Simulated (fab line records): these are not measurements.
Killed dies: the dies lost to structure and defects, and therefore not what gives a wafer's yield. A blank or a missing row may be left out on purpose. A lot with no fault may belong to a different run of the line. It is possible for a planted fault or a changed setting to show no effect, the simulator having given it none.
Split-lot experiment :: flow n5_finfet :: 7 lots, 39 wafers read, on a route of 1938 steps

SPLIT DETAILS
At N5_BEOL_M12_SPUTTER_44 (material Ta, target thk 10 nm, time 16.13 s), the setting time_s was moved away from the recipe's 16.13 s on 15 of the 39 wafers read, by -59.7% to +34.9%. The other wafers ran this setting at the recipe's value.

FROM THE SPLIT TO THE READING: what the file shows between them, 3 steps
- N5_BEOL_M12_SPUTTER_45: material Cu, target thk 80 nm, time 13.33 s
- N5_BEOL_M12_ECD_47: material Cu, target thk 720 nm
- N5_BEOL_M12_ANNEAL_48: time 90 s

THE READING
barrier_field_endpoint_s, in s, at N5_BEOL_M12_CMP_49 (polishes, stops on SiOC, t overpolish 20.6 s, target thk 320 nm). A value of 30.2 s with a standard deviation of 0.81 s is what fault-free wafers of this fab line usually give.

wafer: L074.1
tool, chamber at the split: pvd_sputter-01, -
time_s as run, s: 16.13
against the recipe: recipe
barrier_field_endpoint_s, s: 29.4
against lot-mates on the recipe: -

wafer: L074.2
tool, chamber at the split: pvd_sputter-01, -
time_s as run, s: 21.76
against the recipe: +34.9%
barrier_field_endpoint_s, s: 33.7
against lot-mates on the recipe: +4.6

wafer: L074.4
tool, chamber at the split: pvd_sputter-01, -
time_s as run, s: 16.13
against the recipe: recipe
barrier_field_endpoint_s, s: 28.9
against lot-mates on the recipe: -

wafer: L074.3
tool, chamber at the split: pvd_sputter-01, -
time_s as run, s: 21.76
against the recipe: +34.9%
barrier_field_endpoint_s, s: 33.8
against lot-mates on the recipe: +4.7

wafer: L074.5
tool, chamber at the split: pvd_sputter-01, -
time_s as run, s: 16.13
against the recipe: recipe
barrier_field_endpoint_s, s: 29.1
against lot-mates on the recipe: -

wafer: L074.6
tool, chamber at the split: pvd_sputter-01, -
time_s as run, s: 21.76
against the recipe: +34.9%
barrier_field_endpoint_s, s: 33.2
against lot-mates on the recipe: +4.1

wafer: L075.3
tool, chamber at the split: pvd_sputter-02, -
time_s as run, s: 6.505
against the recipe: -59.7%
barrier_field_endpoint_s, s: 23.2
against lot-mates on the recipe: -7.6

wafer: L075.2
tool, chamber at the split: pvd_sputter-02, -
time_s as run, s: 16.13
against the recipe: recipe
barrier_field_endpoint_s, s: 30.2
against lot-mates on the recipe: -

wafer: L075.4
tool, chamber at the split: pvd_sputter-02, -
time_s as run, s: 16.13
against the recipe: recipe
barrier_field_endpoint_s, s: 31.6
against lot-mates on the recipe: -

wafer: L075.1
tool, chamber at the split: pvd_sputter-02, -
time_s as run, s: 6.505
against the recipe: -59.7%
barrier_field_endpoint_s, s: 24.4
against lot-mates on the recipe: -6.4

wafer: L075.6
tool, chamber at the split: pvd_sputter-02, -
time_s as run, s: 16.13
against the recipe: recipe
barrier_field_endpoint_s, s: 30.6
against lot-mates on the recipe: -

wafer: L075.5
tool, chamber at the split: pvd_sputter-02, -
time_s as run, s: 6.505
against the recipe: -59.7%
barrier_field_endpoint_s, s: 23.6
against lot-mates on the recipe: -7.2

wafer: L083.1
tool, chamber at the split: pvd_sputter-02, -
time_s as run, s: 16.13
against the recipe: recipe
barrier_field_endpoint_s, s: 30.9
against lot-mates on the recipe: -

wafer: L083.3
tool, chamber at the split: pvd_sputter-02, -
time_s as run, s: 16.13
against the recipe: recipe
barrier_field_endpoint_s, s: 30.3
against lot-mates on the recipe: -

wafer: L083.2
tool, chamber at the split: pvd_sputter-02, -
time_s as run, s: 16.13
against the recipe: recipe
barrier_field_endpoint_s, s: 29.7
against lot-mates on the recipe: -

wafer: L083.4
tool, chamber at the split: pvd_sputter-02, -
time_s as run, s: 16.13
against the recipe: recipe
barrier_field_endpoint_s, s: 30.7
against lot-mates on the recipe: -

wafer: L083.6
tool, chamber at the split: pvd_sputter-02, -
time_s as run, s: 16.13
against the recipe: recipe
barrier_field_endpoint_s, s: 30.7
against lot-mates on the recipe: -

wafer: L083.5
tool, chamber at the split: pvd_sputter-02, -
time_s as run, s: 16.13
against the recipe: recipe
barrier_field_endpoint_s, s: 30.8
against lot-mates on the recipe: -

wafer: L084.3
tool, chamber at the split: pvd_sputter-01, -
time_s as run, s: 16.13
against the recipe: recipe
barrier_field_endpoint_s, s: 29.1
against lot-mates on the recipe: -

wafer: L084.2
tool, chamber at the split: pvd_sputter-01, -
time_s as run, s: 16.13
against the recipe: recipe
barrier_field_endpoint_s, s: 30.9
against lot-mates on the recipe: -

wafer: L084.6
tool, chamber at the split: pvd_sputter-01, -
time_s as run, s: 16.13
against the recipe: recipe
barrier_field_endpoint_s, s: 30.0
against lot-mates on the recipe: -

wafer: L087.1
tool, chamber at the split: pvd_sputter-02, -
time_s as run, s: 13.03
against the recipe: -19.2%
barrier_field_endpoint_s, s: 28.8
against lot-mates on the recipe: -2.7

wafer: L087.2
tool, chamber at the split: pvd_sputter-02, -
time_s as run, s: 16.13
against the recipe: recipe
barrier_field_endpoint_s, s: 32.5
against lot-mates on the recipe: -

wafer: L087.3
tool, chamber at the split: pvd_sputter-02, -
time_s as run, s: 16.13
against the recipe: recipe
barrier_field_endpoint_s, s: 31.2
against lot-mates on the recipe: -

wafer: L087.4
tool, chamber at the split: pvd_sputter-02, -
time_s as run, s: 13.03
against the recipe: -19.2%
barrier_field_endpoint_s, s: 28.0
against lot-mates on the recipe: -3.5

wafer: L087.5
tool, chamber at the split: pvd_sputter-02, -
time_s as run, s: 16.13
against the recipe: recipe
barrier_field_endpoint_s, s: 30.8
against lot-mates on the recipe: -

wafer: L087.6
tool, chamber at the split: pvd_sputter-02, -
time_s as run, s: 13.03
against the recipe: -19.2%
barrier_field_endpoint_s, s: 29.9
against lot-mates on the recipe: -1.6

wafer: L096.3
tool, chamber at the split: pvd_sputter-03, -
time_s as run, s: 10.3
against the recipe: -36.1%
barrier_field_endpoint_s, s: 26.1
against lot-mates on the recipe: -4.5

wafer: L096.4
tool, chamber at the split: pvd_sputter-03, -
time_s as run, s: 10.3
against the recipe: -36.1%
barrier_field_endpoint_s, s: 26.6
against lot-mates on the recipe: -4.0

wafer: L096.1
tool, chamber at the split: pvd_sputter-03, -
time_s as run, s: 16.13
against the recipe: recipe
barrier_field_endpoint_s, s: 30.8
against lot-mates on the recipe: -

wafer: L096.2
tool, chamber at the split: pvd_sputter-03, -
time_s as run, s: 10.3
against the recipe: -36.1%
barrier_field_endpoint_s, s: 26.9
against lot-mates on the recipe: -3.7

wafer: L096.5
tool, chamber at the split: pvd_sputter-03, -
time_s as run, s: 16.13
against the recipe: recipe
barrier_field_endpoint_s, s: 30.0
against lot-mates on the recipe: -

wafer: L096.6
tool, chamber at the split: pvd_sputter-03, -
time_s as run, s: 16.13
against the recipe: recipe
barrier_field_endpoint_s, s: 30.9
against lot-mates on the recipe: -

wafer: L097.1
tool, chamber at the split: pvd_sputter-02, -
time_s as run, s: 16.13
against the recipe: recipe
barrier_field_endpoint_s, s: 30.6
against lot-mates on the recipe: -

wafer: L097.3
tool, chamber at the split: pvd_sputter-02, -
time_s as run, s: 21.61
against the recipe: +34.0%
barrier_field_endpoint_s, s: 35.0
against lot-mates on the recipe: +4.2

wafer: L097.4
tool, chamber at the split: pvd_sputter-02, -
time_s as run, s: 16.13
against the recipe: recipe
barrier_field_endpoint_s, s: 30.3
against lot-mates on the recipe: -

wafer: L097.2
tool, chamber at the split: pvd_sputter-02, -
time_s as run, s: 21.61
against the recipe: +34.0%
barrier_field_endpoint_s, s: 34.7
against lot-mates on the recipe: +3.9

wafer: L097.5
tool, chamber at the split: pvd_sputter-02, -
time_s as run, s: 16.13
against the recipe: recipe
barrier_field_endpoint_s, s: 31.5
against lot-mates on the recipe: -

wafer: L097.6
tool, chamber at the split: pvd_sputter-02, -
time_s as run, s: 21.61
against the recipe: +34.0%
barrier_field_endpoint_s, s: 34.9
against lot-mates on the recipe: +4.1

FIT RESULTS
A straight line over all 39 wafers: barrier_field_endpoint_s changes by +0.11 s for each +1% of time_s; r = +0.96; the points scatter about the line by 0.8 s.
The same after taking each lot's own level away (the mean of its wafers on the recipe; 39 wafers): +0.12 s for each +1%; r = +0.98; scatter 0.53 s.
Per that fit: largest time_s move, reading shift of 7.1 s.
The lots' own levels span 29.13 to 31.50 s, that is 2.9 times the standard deviation above.
Consequently the slope shifts little with the lot-to-lot level, the two slopes agreeing.
Check: for one of the wafers moved furthest among these (-59.7%), held out of the fit, the line's prediction against its lot-mates is -7.03 s. Against them it came out at -7.6 s.

THE OTHER SPLITS THESE WAFERS WENT THROUGH
Before the reading, these wafers also passed through other splits. Each is held against what the fit with the lots' levels taken away leaves over:
other split on the same wafers: N5_BEOL_M8_PECVD_70 time_s
wafers away from the commonest value: 12
r with barrier_field_endpoint_s (lot level and that fit taken away): +0.05

other split on the same wafers: N5_BEOL_M11_ILD_DEP_00 time_s
wafers away from the commonest value: 15
r with barrier_field_endpoint_s (lot level and that fit taken away): -0.07

THE WHOLE CHAIN: every reading that the file lists as answering this split, in the file's order
step: N5_BEOL_M12_SPUTTER_44
what it does: material Ta, target thk 10 nm, time 16.13 s
reading: Ta_of_BEOL_M12_SPUTTER_44.thk_nm (the simulator's own value, which no gauge read)
change (the file's fit): +0.0993 nm for each +1% of the setting
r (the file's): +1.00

step: N5_BEOL_M12_CMP_49
what it does: polishes, stops on SiOC, t overpolish 20.6 s, target thk 320 nm
reading: barrier_field_endpoint_s
change (the file's fit): +0.12 s for each +1% of the setting
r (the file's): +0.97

FILE'S OWN FIT
barrier_field_endpoint_s changes by +0.12 s for each +1% of time_s, r = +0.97.
